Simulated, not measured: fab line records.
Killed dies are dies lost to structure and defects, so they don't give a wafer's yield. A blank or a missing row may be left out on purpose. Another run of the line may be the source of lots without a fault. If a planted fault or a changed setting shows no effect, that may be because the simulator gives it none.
fab line records	flow n5-finfet
record: lots: 10	wafers: 30	last-day: 18
route steps=1938 shown BEOL_M2@909 BEOL_M3@932 BEOL_M4@1111 PASSIVATION@1936
lots with no fault: from the same line, run without faults
start-h: hours from the record's first day to the start of the lot's first wafer shown	wait-h: hours elapsed since this lot's preceding step	" identical to the entry in the row above	L1.1+2: a row that stands for several wafers	- no value, or no start given	* or withheld: withheld	< > ~ a bound
route shown NAME@n: a module of which the file shows steps, and the number in the route of the first	usual: mean/standard deviation of fault-free wafers	same: alike in all rows	chamber/n: place in a boat	sites: readings site by site	_std_site: their standard deviation	_edge_site: the outer-site mean with the inner-site mean subtracted	radius-mm: how far each site lies from the wafer's centre	mask NAME#n: copy n	behind: the last tool/chamber to shape the wafer	hold: why the lot went on hold/how many hours it stayed there/how the hold came to an end	device: transistor that didn't switch, given as n, p or np	end of line: the route-end tests of the same wafers	where a step has no rows: the recipe by itself	killed: not the wafer's yield, but the dies lost to structure and defects at the first sort	map: shows each die of a wafer: x if killed, . if not, _ if none is there
set.NAME: the setting that was run; set.NAME@STEP: the one run at that earlier step	model.NAME: the simulator's own value behind a step, which no gauge read
route steps across a sampled set of lots; one table per step, one row per wafer
services: a tool's chamber out of use, with start hour (start-h, from the record's first day; less than 0 if before it), hours out, and reason
== steps ==
step: N5_BEOL_M2_ANNEAL_82
recipe: temp-c: 400	time-s: 240	ambient: vacuum
usual: heater-power-w: 831/68
lot.wafer	tool	chamber	start-h	wait-h	heater-power-w
L974.1	pvd-sputter-02	-	147.43	0.0	915
L974.4	"	-	"	"	847
L974.6	"	-	"	"	820
L975.2	pvd-sputter-03	-	155.76	0.0	779
L975.5	"	-	"	"	776
L975.6	"	-	"	"	813
L976.1	pvd-sputter-02	-	162.76	0.0	812
L976.3	"	-	"	"	928
L976.5	"	-	"	"	819
L982.3	pvd-sputter-02	-	204.36	0.0	772
L982.4	"	-	"	"	819
L982.5	"	-	"	"	850
L983.1	pvd-sputter-03	-	209.69	0.0	778
L983.4	"	-	"	"	881
L983.5	"	-	"	"	782
L984.1	pvd-sputter-03	-	212.97	0.0	756
L984.2	"	-	"	"	859
L984.5	"	-	"	"	804
L990.2	pvd-sputter-01	-	249.85	0.0	882
L990.4	"	-	"	"	782
L990.6	"	-	"	"	785
L993.1	pvd-sputter-02	-	262.94	0.0	824
L993.3	"	-	"	"	781
L993.4	"	-	"	"	898
L994.2	pvd-sputter-02	-	267.22	0.0	780
L994.3	"	-	"	"	827
L994.4	"	-	"	"	936
L995.1	pvd-sputter-03	-	281.77	0.0	803
L995.2	"	-	"	"	799
L995.6	"	-	"	"	885
step: N5_BEOL_M2_SPUTTER_90
recipe: material: Cu	target-thk-a: 45	temp-c: -20	chamber-pressure-pa: 0.07	power-w: withheld	time-s: 8.29
usual: chamber-pressure-pa: 0.06999/0.00014	throttle-valve-pct: 29.9/0.96
lot.wafer	tool	chamber	start-h	wait-h	chamber-pressure-pa	throttle-valve-pct
L974.1	pvd-sputter-02	-	148.01	0.1	0.07011	29.4
L974.4	"	-	"	"	0.07002	28.9
L974.6	"	-	"	"	0.06993	29.2
L975.2	pvd-sputter-03	-	156.34	0.1	0.06993	30.5
L975.5	"	-	"	"	0.06998	31.7
L975.6	"	-	"	"	0.07006	28.6
L976.1	pvd-sputter-02	-	163.34	0.1	0.06989	28.8
L976.3	"	-	"	"	0.07	29.3
L976.5	"	-	"	"	0.06982	28.6
L982.3	pvd-sputter-02	-	204.94	0.1	0.0699	29.3
L982.4	"	-	"	"	0.07006	29.0
L982.5	"	-	"	"	0.07012	29.2
L983.1	pvd-sputter-03	-	210.27	0.1	0.07023	30.3
L983.4	"	-	"	"	0.0699	29.4
L983.5	"	-	"	"	0.07011	30.7
L984.1	pvd-sputter-03	-	213.55	0.1	0.06988	31.8
L984.2	"	-	"	"	0.07006	29.8
L984.5	"	-	"	"	0.06994	30.6
L990.2	pvd-sputter-01	-	250.43	0.1	0.07004	30.3
L990.4	"	-	"	"	0.0701	31.3
L990.6	"	-	"	"	0.06966	31.6
L993.1	pvd-sputter-02	-	263.59	0.1	0.06986	29.0
L993.3	"	-	"	"	0.07019	29.0
L993.4	"	-	"	"	0.06978	29.5
L994.2	pvd-sputter-02	-	267.87	0.1	0.07003	29.3
L994.3	"	-	"	"	0.06988	28.6
L994.4	"	-	"	"	0.07013	29.5
L995.1	pvd-sputter-03	-	282.35	0.1	0.06997	31.8
L995.2	"	-	"	"	0.07003	30.9
L995.6	"	-	"	"	0.0699	29.6
step: N5_BEOL_M2_DEP_57
recipe: material: SiCN	target-thk-a: 80	temp-c: withheld	precursor: 3MS/NH3	pressure-torr: 3	rf-w: 202	time-s: 14
usual: chamber-pressure-Torr: 3.001/0.0058	rf-fwd-power-W: 199.2/1.3	showerhead-plenum-p-Torr: 3.669/0.016	throttle-valve-pct: 9.0/0.35
lot.wafer	tool	chamber	start-h	wait-h	chamber-pressure-Torr	rf-fwd-power-W	showerhead-plenum-p-Torr	throttle-valve-pct
L974.1	pecvd-02	0	149.94	0.0	3.004	199.7	3.681	8.7
L974.4	"	2	"	"	3.007	198.1	3.701	9.1
L974.6	"	0	"	"	2.998	199.7	3.663	8.8
L975.2	pecvd-02	2	157.98	0.0	2.996	198.2	3.703	9.4
L975.5	"	1	"	"	3.004	199.8	3.674	9.4
L975.6	"	0	"	"	3.005	200.5	3.671	8.6
L976.1	pecvd-01	0	164.98	0.0	3.004	198.7	3.630	9.3
L976.3	"	1	"	"	2.999	200.1	3.652	9.3
L976.5	"	2	"	"	3.013	200.4	3.651	8.0
L982.3	pecvd-03	1	206.58	0.0	3.000	198.6	3.671	8.7
L982.4	"	2	"	"	2.995	196.7	3.661	8.8
L982.5	"	1	"	"	3.006	197.7	3.668	8.7
L983.1	pecvd-02	1	211.92	0.0	-	-	-	-
L983.4	"	1	"	"	-	-	-	-
L983.5	"	1	"	"	-	-	-	-
L984.1	pecvd-02	0	215.20	0.0	-	-	-	-
L984.2	"	1	"	"	-	-	-	-
L984.5	"	0	"	"	-	-	-	-
L990.2	pecvd-02	1	252.07	0.0	3.004	200.1	3.668	9.4
L990.4	"	2	"	"	3.003	198.4	3.702	8.4
L990.6	"	0	"	"	3.004	199.9	3.674	8.8
L993.1	pecvd-02	0	265.33	0.0	3.007	200.5	3.675	8.8
L993.3	"	1	"	"	2.999	201.6	3.670	9.3
L993.4	"	2	"	"	2.996	197.0	3.694	8.5
L994.2	pecvd-02	1	269.61	0.0	3.003	199.9	3.676	9.3
L994.3	"	1	"	"	3.002	200.2	3.668	9.5
L994.4	"	0	"	"	2.998	199.4	3.672	8.7
L995.1	pecvd-02	1	284.04	0.0	2.997	200.0	3.661	9.3
L995.2	"	0	"	"	2.997	200.3	3.664	8.9
L995.6	"	1	"	"	3.006	200.7	3.676	9.5
step: N5_BEOL_M3_THK_MEAS_01
recipe: reads: SiOC_of_BEOL_M3_ILD_DEP_00
usual: M3_ILD_THK: 79.2/1.1
lot.wafer	tool	chamber	start-h	wait-h	M3_ILD_THK[nm]
L974.1	film-metro-01	-	150.14	0.0	79.6
L974.4	"	-	"	"	80.7
L974.6	"	-	"	"	79.4
L975.2	film-metro-01	-	158.18	0.1	78.3
L975.5	"	-	"	"	79.9
L975.6	"	-	"	"	80.6
L976.1	film-metro-01	-	165.18	0.0	79.1
L976.3	"	-	"	"	77.9
L976.5	"	-	"	"	78.5
L982.3	film-metro-01	-	206.78	0.1	79.7
L982.4	"	-	"	"	80.5
L982.5	"	-	"	"	80.1
L990.2	film-metro-02	-	252.26	0.1	78.5
L990.4	"	-	"	"	80.9
L990.6	"	-	"	"	80.9
L993.1	film-metro-02	-	265.54	0.1	77.8
L993.3	"	-	"	"	78.7
L993.4	"	-	"	"	81.2
L994.2	film-metro-02	-	269.83	0.1	79.0
L994.3	"	-	"	"	79.4
L994.4	"	-	"	"	81.0
L995.1	film-metro-02	-	284.23	0.0	77.5
L995.2	"	-	"	"	77.4
L995.6	"	-	"	"	79.1
step: N5_BEOL_M4_RC_MEAS_101
usual: DIBL_N: 36.0/1.7	DIBL_P: 36.0/2	IOFF_N: 0.156/0.028	IOFF_P: 0.21/0.04	ION_N: 673/12	ION_P: 463/8.3	SS_N: 71.4/0.6	SS_P: 73.3/0.66	VT_N: 250/3	VT_P: -250/3.8
lot.wafer	tool	chamber	start-h	wait-h	DIBL_N[mV/V]	DIBL_P[mV/V]	IOFF_N[nA/um]	IOFF_P[nA/um]	ION_N[uA/um]	ION_P[uA/um]	SS_N[mV/dec]	SS_P[mV/dec]	VT_N[mV]	VT_P[mV]
L974.1	prober-02	0	169.30	0.0	35.8	35.5	0.155	0.16	674	460	72.5	73.2	250	-257
L974.4	"	0	"	"	38.5	39.1	0.207	0.22	680	454	72.3	74.7	248	-251
L974.6	"	0	"	"	35.0	35.3	0.146	0.17	668	454	70.5	73.0	248	-256
L975.2	prober-02	0	179.55	0.5	36.9	36.3	0.167	0.18	677	461	71.3	73.6	250	-254
L975.5	"	0	"	"	36.9	35.9	0.153	0.18	660	448	71.9	73.7	255	-255
L975.6	"	0	"	"	34.7	34.3	0.123	0.16	672	457	70.7	72.6	254	-254
L976.1	prober-01	0	181.50	0.0	36.4	39.0	0.167	0.26	684	469	72.0	73.6	249	-245
L976.3	"	0	"	"	35.6	36.4	0.153	0.22	667	466	71.8	72.4	253	-247
L976.5	"	0	"	"	35.0	36.8	0.141	0.21	660	462	70.9	73.0	251	-249
L982.3	prober-02	0	227.16	0.3	32.3	32.4	0.112	0.19	658	462	70.2	72.7	254	-249
L982.4	"	0	"	"	34.6	35.4	0.156	0.23	682	467	71.0	73.5	250	-247
L982.5	"	0	"	"	34.7	35.3	0.142	0.22	660	459	71.6	73.2	252	-247
L990.2	prober-01	0	275.87	0.2	34.1	35.3	0.130	0.16	660	447	71.4	72.9	252	-257
L990.4	"	0	"	"	33.2	33.7	0.116	0.15	672	451	71.2	72.9	251	-256
L990.6	"	0	"	"	32.0	32.7	0.098	0.13	652	450	70.7	72.6	257	-257
L993.1	prober-02	0	296.62	0.0	34.3	34.3	0.137	0.20	671	463	71.6	73.4	252	-247
L993.3	"	0	"	"	34.2	33.8	0.136	0.19	672	468	70.3	72.6	250	-249
L993.4	"	0	"	"	34.4	34.6	0.143	0.21	675	472	70.9	73.2	249	-245
L994.2	prober-01	0	298.67	0.2	35.1	35.2	0.132	0.16	676	463	70.9	72.4	251	-254
L994.3	"	0	"	"	36.1	36.0	0.156	0.18	674	461	71.5	73.2	250	-256
L994.4	"	0	"	"	35.9	36.8	0.150	0.19	680	462	71.0	72.9	251	-253
L995.1	prober-02	0	312.58	0.0	36.8	37.8	0.184	0.23	694	471	71.0	73.2	246	-249
L995.2	"	0	"	"	36.1	37.0	0.167	0.21	684	464	71.1	72.9	248	-251
L995.6	"	0	"	"	36.3	36.7	0.166	0.21	680	459	71.8	73.4	247	-253
step: N5_PASSIVATION_PROBE_49
usual: defect-limited-yield: 91.6/1.6	killed_at_M0_to_M3: 31/10	killed_at_M4_up: 14/6.3	killed-at-contacts: 12/6.1	killed-at-front-end: 39/12	killed-at-other: 3.7/2.8	killed-dies: 100/19	killed-on-rim: 13/4.2	killed-open: 66/14	killed-short: 33/8.1	sort_bin_5_function: 5.0/1.1	sort_bin_6_memory: 3.2/0.66	sort-n-pass: 1080/18	sort-yield-pct: 91.6/1.6
same: gross-dies: 1180	killed-at-back-side: 0	sort_bin_4_leakage[%]: 0	sort_bin_8_speed[%]: 0
lot.wafer	tool	chamber	start-h	wait-h	defect-limited-yield[%]	killed_at_M0_to_M3	killed_at_M4_up	killed-at-contacts	killed-at-front-end	killed-at-other	killed-dies	killed-on-rim	killed-open	killed-short	sort_bin_5_function[%]	sort_bin_6_memory[%]	sort-n-pass	sort-yield-pct[%]
L984.1	prober-02	-	339.01	0.0	0	1103	16	7	52	2	1180	152	59	45	96.5	3.1	0	0
L984.2	prober-02	-	339.06	0.1	0	1082	24	23	43	8	1180	152	95	50	94.7	4.7	0	0
L984.5	prober-02	-	339.21	0.2	0	1100	19	6	52	3	1180	152	67	32	95.9	3.9	0	0
L983.1	prober-01	-	339.24	0.0	0	1126	11	5	31	7	1180	152	69	24	96.4	3.5	0	0
L983.4	prober-01	-	339.39	0.2	0	1130	15	4	29	2	1180	152	64	24	97.4	2.2	0	0
L983.5	prober-01	-	339.44	0.2	0	1137	9	4	22	8	1180	152	44	25	97.2	2.5	0	0
killed by level:class
L984.1 BEOL_M2:area-dep=1076 GATE_CUT:geometric-particle:short=13 FIN_SAQP:geometric-particle:open=10 FIN_SAQP:geometric-particle:short=8 BEOL_M3:geometric-particle:open=8 MOL_CONTACT_COAG:geometric-particle:open=7 BEOL_M0_SAQP:geometric-particle:short=7 BEOL_M5:geometric-particle:open=7
L984.2 BEOL_M2:area-dep=1035 MOL_CONTACT_COAG:geometric-particle:open=18 FIN_SAQP:geometric-particle:open=13 FIN_SAQP:geometric-particle:short=11 BEOL_M0_SAQP:geometric-particle:short=11 BEOL_M2:geometric-particle:open=8 BEOL_M3:geometric-particle:open=8 GATE_CUT:geometric-particle:short=7
L984.5 BEOL_M2:area-dep=1080 FIN_SAQP:geometric-particle:open=11 STI_FIN_REVEAL:geometric-particle:open=9 FIN_SAQP:geometric-particle:short=8 BEOL_M3:geometric-particle:open=7 GATE_CUT:geometric-particle:open=6 GATE_CUT:geometric-particle:short=6 MOL_CONTACT_COAG:geometric-particle:open=6
L983.1 BEOL_M2:area-dep=1087 BEOL_M2:geometric-particle:open=14 BEOL_M3:geometric-particle:open=13 FIN_SAQP:geometric-particle:open=10 GATE_CUT:geometric-particle:short=6 BEOL_M4:geometric-particle:open=6 DUMMY_GATE:geometric-particle:open=4 MOL_CONTACT_COAG:geometric-particle:open=4
L983.4 BEOL_M2:area-dep=1092 BEOL_M3:geometric-particle:open=11 BEOL_M2:geometric-particle:open=9 FIN_SAQP:geometric-particle:open=8 FIN_SAQP:geometric-particle:short=5 BEOL_M0_SAQP:geometric-particle:open=5 GATE_CUT:geometric-particle:short=4 BEOL_M1:geometric-particle:open=4
L983.5 BEOL_M2:area-dep=1111 BEOL_M2:geometric-particle:open=7 FIN_SAQP:geometric-particle:short=5 GATE_CUT:geometric-particle:short=5 BEOL_M4:geometric-particle:open=5 BEOL_M0_SAQP:geometric-particle:open=4 BEOL_M0:geometric-particle:open=4 BEOL_M3:geometric-particle:open=4
== services ==
tool	chamber	start-h	hours	kind
pvd-sputter-01	-	129.72	1.9	repair
pecvd-01	0	166.99	2.1	scheduled-down
pecvd-03	0	188.27	5.0	repair
pecvd-02	2	191.46	2.1	scheduled-down
pecvd-03	0	202.08	2.1	scheduled-down
pecvd-02	-	206.05	3.1	repair
pecvd-02	2	215.16	-	clean
pecvd-02	2	215.16	-	consumable-replace:showerhead
pecvd-02	2	215.16	29.0	scheduled-down
pecvd-02	2	215.16	29.0	vent-cycle
pecvd-02	-	217.20	2.8	pm
pecvd-03	-	230.62	5.5	pm
pecvd-02	1	235.00	3.7	repair
pecvd-02	2	267.67	5.0	scheduled-down
== key ==
first-sign: step: N5_BEOL_M2_DEP_57	reading: tool-record	direction: missing
effect: step: N5_PASSIVATION_PROBE_49	reading: killed_at_M0_to_M3	direction: up	sigmas: 99+	usual: 31	struck: 1113
more-kills-born-at: N5_BEOL_M2_DEP_57@pecvd-02: 6481
met-at N5_BEOL_M2_DEP_57
struck-lots L983,L984
later-rows-left-out L983.1,L983.4,L983.5,L984.1,L984.2,L984.5
not-acting-at N5_BEOL_M2_ANNEAL_82,N5_BEOL_M2_SPUTTER_90,N5_BEOL_M3_THK_MEAS_01
onset-between 157.98 211.92
fault: kind: skipped-step-whole	tool: pecvd-02	chamber: -	onset-h: 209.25	steps: N5_BEOL_M2_DEP_57	scope: struck-lots-only
later-rows-left-out: the simulator's readings of these wafers behind a module that went badly wrong aren't trusted and aren't shown, but for the sort
